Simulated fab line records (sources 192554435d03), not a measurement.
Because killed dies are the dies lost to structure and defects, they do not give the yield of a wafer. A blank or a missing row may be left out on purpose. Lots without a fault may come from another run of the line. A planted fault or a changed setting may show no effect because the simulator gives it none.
Comparing a struck lot with a sound one + flow n5_finfet + 15 out of 1938 route steps
Sound: wafers L670.1, L670.3, L670.5. Struck: wafer L675.6; the same lot's L675.5 was not struck, so it is left out; see the end for the cause.
Per side, at each step with rows, come the tool, then ch with its chambers, and then its first start. Under that, the readings that differ: sound wafers + struck wafers + difference of the means + sigmas: that difference in standard deviations of wafers without a fault.
alike: a reading whose means differ by less than 2 such deviations, as well as words and numbers matching on both sides. not compared: withheld readings; readings where some wafer has no value; bounds like >300 that might hide an equal value; numbers whose values overlap and for which the record gives no deviation.
A row with sigmas, a row that says differs or no value, or rows on one side alone: a step with any of these is where the two part. Numbers that have no deviation but don't overlap get no sigmas and don't part them. Lack of a reading on every wafer of one side parts them only where that side has two or more wafers.

first, 3 steps without rows for these wafers: N5_BEOL_M6_EXPOSE_25 (exposes mask V5, target cd 40 nm); N5_BEOL_M6_PEB_26 (peb time 60 s); N5_BEOL_M6_DEVELOP_27 (develop time 30 s).
N5_BEOL_M6_CD_MEAS_28: the cd target is 40 nm.
  sound on cd_sem-02 ch 0, day 11 07:43; struck on cd_sem-02 ch 0, day 12 09:07
  alike: cd_nm
N5_BEOL_M6_OVL_MEAS_29:
  sound on overlay-02 ch 0, day 11 07:45; struck on overlay-02 ch 0, day 12 09:10
  alike: V5_OVL
N5_BEOL_M6_INSPECT_30: inspects for defects (brightfield).
  sound on defect_inspect-02 at day 11 07:49; struck on defect_inspect-01 at day 12 09:12
| reading          | sound       | struck | difference | sigmas |
|------------------|-------------|--------|------------|--------|
| raw_defect_count | 511 449 474 | 279    | -199       | -2     |
N5_BEOL_M6_DESCUM_33: chemistry O2, time 7 s.
  sound on rie_diel-02 ch 0,1,2, day 11 07:50; struck on rie_diel-05 ch 3, day 12 09:15
  alike: drypump_motor_current_A, oes_product_au, rf_vpp_V, showerhead_plenum_p_Torr, throttle_valve_pct
  not compared: rf_hours_counter_h
N5_BEOL_M6_ETCH_72: etches underlayer in N2/H2, target depth 6.5 nm, time 5.2 s.
  sound on rie_diel-02 ch 0,1,2, day 11 07:53; struck on rie_diel-05 ch 3, day 12 09:17
| reading               | sound          | struck | difference | sigmas |
|-----------------------|----------------|--------|------------|--------|
| etch_rf_on_time_s (s) | 5.24 5.33 5.17 | 5.44   | +0.19      | +2     |
  alike: drypump_motor_current_A, oes_product_au, rf_vpp_V, showerhead_plenum_p_Torr, throttle_valve_pct
  not compared: rf_hours_counter_h
N5_BEOL_M6_ETCH_65: etches SiARC in CF4, target depth 15.6 nm, time 26 s.
  sound on rie_diel-02 ch 0,1,2, day 11 07:53; struck on rie_diel-05 ch 3, day 12 09:18
| reading               | sound          | struck | difference | sigmas |
|-----------------------|----------------|--------|------------|--------|
| etch_rf_on_time_s (s) | 25.9 26.6 25.5 | 27.4   | +1.4       | +3     |
  alike: drypump_motor_current_A, oes_product_au, rf_vpp_V, showerhead_plenum_p_Torr, throttle_valve_pct
  not compared: rf_hours_counter_h
N5_BEOL_M6_ETCH_66: etches SOC in N2/H2, target depth 80 nm, overetch 16 nm, time 120 s.
  sound on rie_diel-02 ch 0,1,2, day 11 07:55; struck on rie_diel-05 ch 3, day 12 09:21
  alike: drypump_motor_current_A, oes_product_au, rf_vpp_V, run_length_s, showerhead_plenum_p_Torr, throttle_valve_pct
  not compared: rf_hours_counter_h
then, 2 steps without rows for these wafers: N5_BEOL_M6_STRIP_69 (strips in N2/H2); N5_BEOL_M6_STRIP_73 (strips in N2/H2).
N5_BEOL_M6_VIA_ETCH_34: etches SiCOH lowk in C4F6/O2, target depth 126.3 nm, time 50.9 s.
  sound on rie_diel-02 ch 0,1,2, day 11 08:01; struck on rie_diel-05 ch 3, day 12 09:26
| reading                                  | sound           | struck | difference | sigmas |
|------------------------------------------|-----------------|--------|------------|--------|
| run_length_s (s)                         | 74.2 73.7 74.5  | 72.0   | -2.1       | -5     |
| model.etch.depth_nm (nm)                 | 126 123.9 124.1 | 116    | -9         |        |
| model.SOC_of_BEOL_M6_COAT_63.thk_nm (nm) | 53.8 54.2 54.2  | 54.4   | +0.3       |        |
  alike: drypump_motor_current_A, oes_f_703_au, oes_product_au, rf_vpp_V, showerhead_plenum_p_Torr, throttle_valve_pct
  not compared: rf_hours_counter_h
then, 1 step without rows for these wafers: N5_BEOL_M6_STRIP_76 (strips in C4F6/O2).
-- a jump in the record: the struck wafers' starts before and after are 4 days apart (it breaks off in module BEOL_M6 and resumes in module PASSIVATION, where the first step shown is number 1936 of the route) --
N5_PASSIVATION_PROBE_49:
  sound on prober-02 at day 14 17:51; struck on prober-01 at day 16 02:20
  alike: defect_limited_yield, killed_at_M0_to_M3, killed_at_M4_up, killed_at_contacts, killed_at_front_end, killed_at_other, killed_dies, killed_open, killed_short, sort_bin_5_function, sort_bin_6_memory, sort_bin_8_speed, sort_n_pass, sort_yield_pct

WHERE THEY PART
Earliest at N5_BEOL_M6_INSPECT_30; latest, in this record, at N5_BEOL_M6_VIA_ETCH_34. Later steps at which nothing parts them and some readings are alike: N5_PASSIVATION_PROBE_49.

WHY: whatever the simulator had introduced
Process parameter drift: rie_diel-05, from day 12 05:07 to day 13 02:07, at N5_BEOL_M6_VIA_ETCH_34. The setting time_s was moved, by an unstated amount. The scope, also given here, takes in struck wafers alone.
